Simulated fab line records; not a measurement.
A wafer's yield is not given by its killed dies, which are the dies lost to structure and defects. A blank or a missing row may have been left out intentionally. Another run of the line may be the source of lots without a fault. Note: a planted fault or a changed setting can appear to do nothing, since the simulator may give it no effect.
fab line records	flow nand-harc
[record] lots = 10	wafers = 30	last-day = 24
route steps=1159 shown A_CHANNEL_HOLE_D1@483 A_CHANNEL_FILL_D1@501 END@1158
lots untouched by any fault: they come from a run of this same line in which no faults occurred
start-h: the number of hours between the record's first day and the start of the first shown wafer of the lot	wait-h: time in hours since the lot's previous step	" the same as in the row above	L1.1+2: a row that stands for several wafers	- value missing, or start not given	* or withheld: withheld	< > ~ a bound
route shown NAME@n: NAME is a module with steps in the file, n the number in the route of the first one	usual: average and standard deviation across the fault-free wafers	same: alike in all rows	chamber/n: place in a boat	sites: per-site readings	_std_site: the values' standard deviation	_edge_site: outer sites' mean less inner sites'	radius-mm: how far each site lies from the wafer's centre	mask NAME#n: copy n	behind: tool/chamber where the wafer was last shaped	hold: what put the lot on hold/how long, in hours/how the hold closed	device: which transistor (n, p or np) failed to switch	end of line: the tests these same wafers got at the end of their route	step lacking rows: just its recipe	killed: dies lost to structure and defects at the first sort, not the wafer's yield	map: the dies of a wafer, with x for killed, . for not killed, _ for no die there
set.NAME: the setting the step ran with; set.NAME@STEP: the setting that earlier step ran with	model.NAME: the simulator's own value behind a step, which no gauge read
the route's steps for a sample of lots (tables are steps, rows are wafers)
services: the hour from which a tool's chamber was out of use, counted from the record's first day as start-h (under 0 if before that day), plus the number of hours and why
[[steps]]
[step NHARC_A_CHANNEL_HOLE_D1_ETCH_44]
[recipe] target-depth-a = 1400	overetch-a = 140	time-s = 77	ion-energy-ev = 100	cf4-flow-sccm = 80	o2-flow-sccm = 20	ar-flow-sccm = 0	rf-w = 300	bias-w = 100	chemistry = CF4/O2
[usual] drypump-motor-current-A = 5.8/0.47	o2-flow-sccm = 20.00/0.059	oes-product-au = 1.003/0.012	rf-vpp-V = 197.8/1.3	showerhead-plenum-p-Torr = 1.33/0.046	throttle-valve-pct = 13.397/0.0088
lot.wafer	tool	chamber	start-h	wait-h	drypump-motor-current-A	o2-flow-sccm	oes-product-au	rf-hours-counter-h	rf-vpp-V	showerhead-plenum-p-Torr	throttle-valve-pct
L350.1	rie-diel-10	0	186.33	0.1	5.4	19.96	1.006	0	197.8	1.32	13.384
L350.4	"	2	"	"	5.8	19.98	1.012	0	199.2	1.35	13.395
L350.6	"	1	"	"	5.1	20.04	1.014	-	201.1	1.42	13.405
L352.4	rie-diel-08	2	195.26	0.1	6.2	19.88	1.001	5	196.3	1.25	13.387
L352.5	"	2	"	"	6.2	19.98	1.004	-	196.4	1.25	13.389
L352.6	"	3	"	"	6.4	20.16	0.995	-	198.1	1.35	13.392
L353.2	rie-diel-10	3	198.49	0.0	6.3	20.03	1.004	2	198.3	1.34	13.393
L353.4	"	2	"	"	5.9	20.13	0.995	2	199.4	1.35	13.403
L353.6	"	3	"	"	6.3	20.02	0.994	-	197.5	1.33	13.389
L357.1	rie-diel-10	2	225.97	0.1	5.9	19.98	0.999	4	199.1	1.35	13.399
L357.6	"	2	"	"	5.9	20.05	0.996	-	197.7	1.35	13.393
L357.5	"	3	"	"	6.3	20.07	1.003	-	198.9	1.33	13.399
L360.2	rie-diel-10	2	242.79	0.1	5.8	20.05	0.989	6	197.7	1.35	13.407
L360.4	"	3	"	"	6.3	20.12	1.007	5	197.2	1.33	13.401
L360.6	"	2	"	"	5.9	19.96	0.999	-	197.4	1.35	13.393
L359.4	rie-diel-01	2	243.58	0.1	6.6	20.00	0.992	4	196.8	1.34	13.402
L359.1	"	3	"	"	5.5	20.00	1.009	6	195.9	1.30	13.406
L359.5	"	3	"	"	5.5	20.08	1.011	-	196.7	1.30	13.387
L361.2	rie-diel-01	1	258.54	0.1	5.5	20.04	0.995	7	196.5	1.28	13.393
L361.6	"	0	"	"	5.2	20.00	1.033	-	197.7	1.36	13.383
L361.5	"	1	"	"	5.5	19.99	0.995	-	196.1	1.28	13.389
L364.1	rie-diel-08	2	278.24	0.1	6.2	20.00	1.011	10	195.3	1.25	13.399
L364.4	"	1	"	"	5.4	19.96	1.017	9	197.3	1.28	13.398
L364.5	"	3	"	"	6.4	20.03	0.985	-	199.1	1.35	13.398
L370.4	rie-diel-08	3	301.16	0.1	6.4	19.93	1.004	9	198.4	1.35	13.393
L370.3	"	1	"	"	5.3	19.94	1.026	11	195.9	1.28	13.379
L370.6	"	2	"	"	6.2	19.97	1.014	-	196.8	1.25	13.393
L372.3	rie-diel-10	2	322.67	0.1	5.9	20.07	0.993	10	198.7	1.35	13.405
L372.6	"	3	"	"	6.3	20.01	1.003	-	197.3	1.33	13.396
L372.5	"	0	"	"	5.4	20.03	1.008	-	196.9	1.32	13.400
[step NHARC_A_CHANNEL_HOLE_D1_INSPECT_40]
[usual] raw-defect-count = 57/16
lot.wafer	tool	chamber	start-h	wait-h	raw-defect-count
L350.1	defect-inspect-02	-	187.32	-	75
L350.4	"	-	"	"	50
L350.6	"	-	"	"	46
L352.4	defect-inspect-02	-	196.24	-	54
L352.5	"	-	"	"	48
L352.6	"	-	"	"	43
L353.2	defect-inspect-01	-	199.48	-	66
L353.4	"	-	"	"	83
L353.6	"	-	"	"	74
L357.1	defect-inspect-01	-	226.96	-	35
L357.5	"	-	"	"	44
L357.6	"	-	"	"	48
L360.2	defect-inspect-01	-	243.79	-	89
L360.4	"	-	"	"	51
L360.6	"	-	"	"	61
L359.1	defect-inspect-02	-	244.55	-	55
L359.4	"	-	"	"	69
L359.5	"	-	"	"	69
L361.2	defect-inspect-01	-	259.52	-	43
L361.5	"	-	"	"	49
L361.6	"	-	"	"	58
L364.1	defect-inspect-01	-	279.23	-	46
L364.4	"	-	"	"	66
L364.5	"	-	"	"	45
L370.3	defect-inspect-01	-	302.13	-	86
L370.4	"	-	"	"	83
L370.6	"	-	"	"	92
L372.3	defect-inspect-01	-	323.76	-	44
L372.5	"	-	"	"	56
L372.6	"	-	"	"	48
[step NHARC_A_CHANNEL_FILL_D1_STRIP_28]
[recipe] time-s = 20	o2-flow-sccm = 500	ar-flow-sccm = 0	bias-w = 0	chemistry = O2
[usual] drypump-motor-current-A = 5.6/0.36	o2-flow-sccm = 500.0/1.3	oes-product-au = 0.996/0.013	rf-vpp-V = 57.8/1	showerhead-plenum-p-Torr = 3.52/0.14	throttle-valve-pct = 17.037/0.0087
lot.wafer	tool	chamber	start-h	wait-h	drypump-motor-current-A	o2-flow-sccm	oes-product-au	rf-hours-counter-h	rf-vpp-V	showerhead-plenum-p-Torr	throttle-valve-pct
L350.1	rie-diel-04	1	217.34	0.1	5.6	501.5	0.989	3	58.8	3.51	17.054
L350.4	"	2	"	"	5.5	499.7	0.985	3	56.4	3.30	17.030
L350.6	"	0	"	"	6.3	498.5	1.011	-	57.6	3.39	17.032
L352.4	rie-diel-13	0	221.20	0.1	5.9	502.0	0.978	3	57.3	3.64	17.034
L352.5	"	1	"	"	5.2	499.0	0.966	-	55.5	3.44	17.042
L352.6	"	2	"	"	5.3	502.6	1.001	-	57.8	3.76	17.026
L353.2	rie-diel-13	0	227.61	0.1	5.9	499.3	0.983	3	58.3	3.64	17.033
L353.4	"	2	"	"	5.3	500.1	1.003	3	58.3	3.76	17.036
L353.6	"	0	"	"	5.9	503.2	0.991	-	57.4	3.64	17.035
L357.1	rie-diel-13	0	256.20	0.1	5.9	500.5	0.985	4	56.8	3.64	17.036
L357.5	"	3	"	"	5.1	499.0	1.007	-	59.1	3.55	17.037
L357.6	"	1	"	"	5.2	498.8	0.962	-	58.4	3.44	17.031
L360.2	rie-diel-13	1	269.78	0.1	5.2	502.2	0.976	4	55.5	3.44	17.037
L360.4	"	3	"	"	5.1	500.9	1.007	4	57.5	3.55	17.018
L360.6	"	1	"	"	5.2	500.4	0.973	-	56.4	3.44	17.032
L359.4	rie-diel-04	2	269.78	0.1	5.4	500.9	0.997	5	58.1	3.30	17.053
L359.1	"	0	"	"	6.3	500.9	1.007	5	56.7	3.39	17.047
L359.5	"	2	"	"	5.4	500.7	0.996	-	57.3	3.30	17.035
L361.2	rie-diel-04	1	282.44	0.1	5.6	502.5	0.994	5	59.5	3.51	17.043
L361.6	"	3	"	"	6.0	498.7	1.003	-	57.8	3.44	17.044
L361.5	"	0	"	"	6.3	501.4	0.995	-	57.9	3.39	17.040
L364.1	rie-diel-13	1	304.34	0.1	5.2	498.0	0.987	0	58.0	3.44	17.045
L364.4	"	3	"	"	5.1	499.8	1.010	0	59.1	3.55	17.049
L364.5	"	1	"	"	5.2	497.6	0.987	-	58.7	3.44	17.041
L370.3	rie-diel-13	0	326.12	0.1	5.8	499.5	1.008	1	57.1	3.64	17.034
L370.4	"	1	"	"	5.2	502.5	0.987	1	58.0	3.43	17.028
L370.6	"	0	"	"	5.8	500.1	0.988	-	59.8	3.63	17.023
L372.3	rie-diel-04	1	350.79	0.1	5.6	498.9	0.992	2	57.5	3.51	17.039
L372.5	"	1	"	"	5.6	499.0	0.987	-	58.1	3.51	17.028
L372.6	"	2	"	"	5.5	500.9	1.004	-	58.9	3.30	17.039
[step NHARC_A_CHANNEL_FILL_D1_CVD_05]
[recipe] target-thk-a = 50	temp-c = 550	material = poly-Si
[usual] spike-tc-upper-C = 547.9/1.4	tube-center-temp-C = 549.99/0.055
lot.wafer	tool	chamber	start-h	wait-h	spike-tc-upper-C	tube-center-temp-C
L350.1	lpcvd-poly-04	0	219.71	2.2	547.4	549.92
L350.4	"	0	"	"	547.8	549.98
L350.6	"	0	"	"	547.1	549.98
L352.4	lpcvd-poly-02	0	223.75	2.4	546.9	549.96
L352.5	"	0	"	"	547.3	550.02
L352.6	"	0	"	"	547.7	549.97
L353.2	lpcvd-poly-04	0	229.98	2.3	547.3	549.91
L353.4	"	0	"	"	547.1	550.05
L353.6	"	0	"	"	546.4	549.95
L357.1	lpcvd-poly-02	0	258.76	2.4	548.0	549.98
L357.5	"	0	"	"	548.5	549.9
L357.6	"	0	"	"	548.0	550
L359.1	lpcvd-poly-04	0	272.15	2.3	548.6	550.04
L359.4	"	0	"	"	546.7	549.96
L359.5	"	0	"	"	546.9	549.96
L360.2	lpcvd-poly-04	0	272.15	2.2	546.9	549.95
L360.4	"	0	"	"	548.2	549.96
L360.6	"	0	"	"	547.1	549.93
L361.2	lpcvd-poly-04	0	284.81	2.3	546.9	550.09
L361.5	"	0	"	"	547.4	549.9
L361.6	"	0	"	"	545.5	550.02
L364.1	lpcvd-poly-02	0	306.86	2.4	548.3	550.01
L364.4	"	0	"	"	549.5	549.91
L364.5	"	0	"	"	547.1	550.03
L370.3	lpcvd-poly-01	0	328.67	2.4	549.0	549.92
L370.4	"	0	"	"	550.7	549.97
L370.6	"	0	"	"	549.9	550.05
L372.3	lpcvd-poly-01	0	353.34	2.4	551.0	550.03
L372.5	"	0	"	"	550.6	549.97
L372.6	"	0	"	"	549.5	549.91
[step NHARC_A_CHANNEL_FILL_D1_THK_MEAS_06]
[recipe] thk-meas-gauge = ellipsometry
[usual] thk-nm = 5.0/0.96
lot.wafer	tool	chamber	start-h	wait-h	thk-nm
L350.1	film-metro-01	-	228.88	0.4	4.5
L350.4	"	-	"	"	4.6
L350.6	"	-	"	"	5.1
L352.4	film-metro-01	-	233.10	0.4	4.6
L352.5	"	-	"	"	5.1
L352.6	"	-	"	"	6.0
L353.2	film-metro-02	-	239.08	0.4	4.6
L353.4	"	-	"	"	5.6
L353.6	"	-	"	"	6.2
L357.1	film-metro-02	-	268.88	0.4	4.7
L357.5	"	-	"	"	3.0
L357.6	"	-	"	"	6.0
L359.1	film-metro-02	-	281.19	0.4	4.9
L359.4	"	-	"	"	6.1
L359.5	"	-	"	"	5.6
L360.2	film-metro-01	-	281.20	0.4	4.6
L360.4	"	-	"	"	3.2
L360.6	"	-	"	"	6.0
L361.2	film-metro-01	-	293.91	0.4	6.9
L361.5	"	-	"	"	8.6
L361.6	"	-	"	"	7.0
L364.1	film-metro-02	-	315.94	0.4	4.0
L364.4	"	-	"	"	4.3
L364.5	"	-	"	"	7.2
L370.3	film-metro-02	-	338.07	0.4	3.8
L370.4	"	-	"	"	4.7
L370.6	"	-	"	"	5.5
L372.3	film-metro-02	-	362.47	0.4	6.2
L372.5	"	-	"	"	5.2
L372.6	"	-	"	"	5.2
[step NHARC_END_WLT_00]
[usual] VT_DECK1_BOTTOM = 0.873/0.0079	VT_DECK1_BOTTOM_INNER = 0.873/0.0077	VT_DECK1_MEDIAN_NEAR_BOTTOM = 0.875/0.0078	VT_DECK1_MEDIAN_NEAR_BOTTOM_INNER = 0.874/0.0079	VT_DECK1_MIDDLE = 0.887/0.0075	VT_DECK1_MIDDLE_INNER = 0.888/0.0075	VT_DECK1_TOP = 0.899/0.0076	VT_DECK1_TOP_INNER = 0.899/0.0077
lot.wafer	tool	chamber	start-h	wait-h	VT_DECK1_BOTTOM	VT_DECK1_BOTTOM_INNER	VT_DECK1_MEDIAN_NEAR_BOTTOM	VT_DECK1_MEDIAN_NEAR_BOTTOM_INNER	VT_DECK1_MIDDLE	VT_DECK1_MIDDLE_INNER	VT_DECK1_TOP	VT_DECK1_TOP_INNER
L352.4	prober-01	-	448.08	1.5	0.866	0.859	0.854	0.864	0.876	0.879	0.892	0.892
L352.5	"	-	"	"	0.856	0.859	0.852	0.855	0.868	0.871	0.885	0.884
L352.6	"	-	"	"	0.861	0.859	0.865	0.864	0.872	0.874	0.893	0.879
L350.1	prober-01	-	470.04	15.5	0.885	0.875	0.877	0.869	0.883	0.883	0.901	0.895
L350.4	"	-	471.51	16.9	0.876	0.876	0.876	0.874	0.883	0.877	0.889	0.900
L350.6	"	-	"	"	0.861	0.858	0.864	0.857	0.880	0.888	0.897	0.890
L353.2	prober-02	-	470.44	15.9	0.868	0.867	0.874	0.871	0.881	0.889	0.892	0.891
L353.4	"	-	471.45	16.9	0.869	0.876	0.867	0.871	0.881	0.880	0.905	0.897
L353.6	"	-	472.45	17.9	0.868	0.869	0.870	0.884	0.882	0.885	0.888	0.901
L357.1	prober-02	-	483.63	0.1	0.878	0.885	0.888	0.889	0.901	0.896	0.908	0.908
L357.5	"	-	485.64	2.1	0.884	0.895	0.884	0.883	0.892	0.896	0.913	0.909
L357.6	"	-	"	"	0.881	0.881	0.889	0.886	0.898	0.894	0.912	0.905
L360.2	prober-02	-	492.06	2.1	0.893	0.886	0.896	0.883	0.899	0.887	0.907	0.911
L360.4	"	-	493.06	3.1	0.871	0.876	0.878	0.883	0.894	0.892	0.908	0.910
L360.6	"	-	494.06	4.1	0.889	0.884	0.876	0.880	0.897	0.893	0.901	0.902
L359.1	prober-02	-	499.38	6.4	0.874	0.875	0.880	0.869	0.891	0.891	0.907	0.909
L359.4	"	-	500.89	7.9	0.883	0.878	0.882	0.883	0.900	0.894	0.906	0.907
L359.5	"	-	"	"	0.886	0.883	0.881	0.881	0.893	0.902	0.908	0.913
L361.2	prober-02	-	508.26	0.8	0.940	0.949	0.957	0.951	0.970	0.958	0.984	0.985
L361.5	"	-	509.75	2.3	0.955	0.954	0.962	0.956	0.966	0.972	0.972	0.987
L361.6	"	-	"	"	0.941	0.947	0.943	0.955	0.971	0.970	0.982	0.979
L364.1	prober-01	-	524.43	0.0	0.874	0.869	0.870	0.868	0.877	0.890	0.901	0.901
L364.4	"	-	525.90	1.5	0.864	0.870	0.871	0.870	0.890	0.884	0.891	0.903
L364.5	"	-	"	"	0.857	0.863	0.869	0.871	0.886	0.885	0.890	0.899
L370.3	prober-01	-	567.60	5.7	0.869	0.871	0.874	0.877	0.886	0.877	0.902	0.898
L370.4	"	-	"	"	0.876	0.869	0.871	0.874	0.889	0.874	0.891	0.895
L370.6	"	-	569.09	7.2	0.868	0.875	0.866	0.869	0.876	0.883	0.894	0.898
L372.3	prober-02	-	567.63	1.2	0.856	0.869	0.870	0.862	0.873	0.875	0.889	0.882
L372.5	"	-	568.64	2.2	0.859	0.860	0.859	0.864	0.881	0.878	0.892	0.886
L372.6	"	-	"	"	0.872	0.861	0.858	0.866	0.871	0.879	0.887	0.889
[[services]]
tool	chamber	start-h	hours	kind
rie-diel-13	-	171.83	0.7	repair
rie-diel-10	-	176.50	9.0	pm
rie-diel-13	0	181.50	-	clean
rie-diel-13	1	181.50	-	clean
rie-diel-13	2	181.50	-	clean
rie-diel-13	3	181.50	-	clean
rie-diel-08	1	205.09	8.1	repair
rie-diel-08	3	208.89	9.3	repair
rie-diel-04	-	222.09	0.6	repair
rie-diel-08	3	229.92	1.3	repair
rie-diel-13	-	232.58	0.3	repair
rie-diel-08	0	240.69	1.9	repair
rie-diel-13	2	250.93	8.0	repair
rie-diel-10	3	274.73	2.4	repair
rie-diel-13	-	276.00	9.0	pm
rie-diel-08	3	280.44	3.5	repair
rie-diel-04	-	288.92	9.0	pm
rie-diel-08	-	301.81	9.0	pm
rie-diel-01	0	304.14	4.4	repair
rie-diel-10	1	308.08	15.5	repair
rie-diel-01	-	314.80	9.0	pm
lpcvd-poly-04	-	315.23	26.0	pm
rie-diel-10	-	329.36	0.2	repair
rie-diel-08	-	346.58	0.6	repair
[[key]]
[first-sign] step = NHARC_A_CHANNEL_FILL_D1_THK_MEAS_06	reading = thk-nm	direction = up	sigmas = 2.6	usual = 5.0	struck = 7.5
[effect] step = NHARC_END_WLT_00	reading = VT_DECK1_TOP_INNER	direction = up	sigmas = 11	usual = 0.899	struck = 0.984
met-at NHARC_A_CHANNEL_FILL_D1_CVD_05
struck-lots L361
tester-left-out L361
not-acting-at NHARC_A_CHANNEL_HOLE_D1_ETCH_44,NHARC_A_CHANNEL_HOLE_D1_INSPECT_40,NHARC_A_CHANNEL_FILL_D1_STRIP_28
onset-between 272.15 284.81
[fault] kind = process-parameter-drift	tool = lpcvd-poly-04	chamber = -	onset-h = 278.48	steps = NHARC_A_CHANNEL_FILL_D1_CVD_05	channel = target-thk-a	offset = *	shape = step	end-h = 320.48	acts-in = *	stated = *
// tester-left-out: of these lots the tester's yield and bins aren't shown, on N5 and GAA mostly nor the transistor test; their killed dies are dies lost to structure and defects alone, not to doping, threshold or leakage, so they don't give the yield
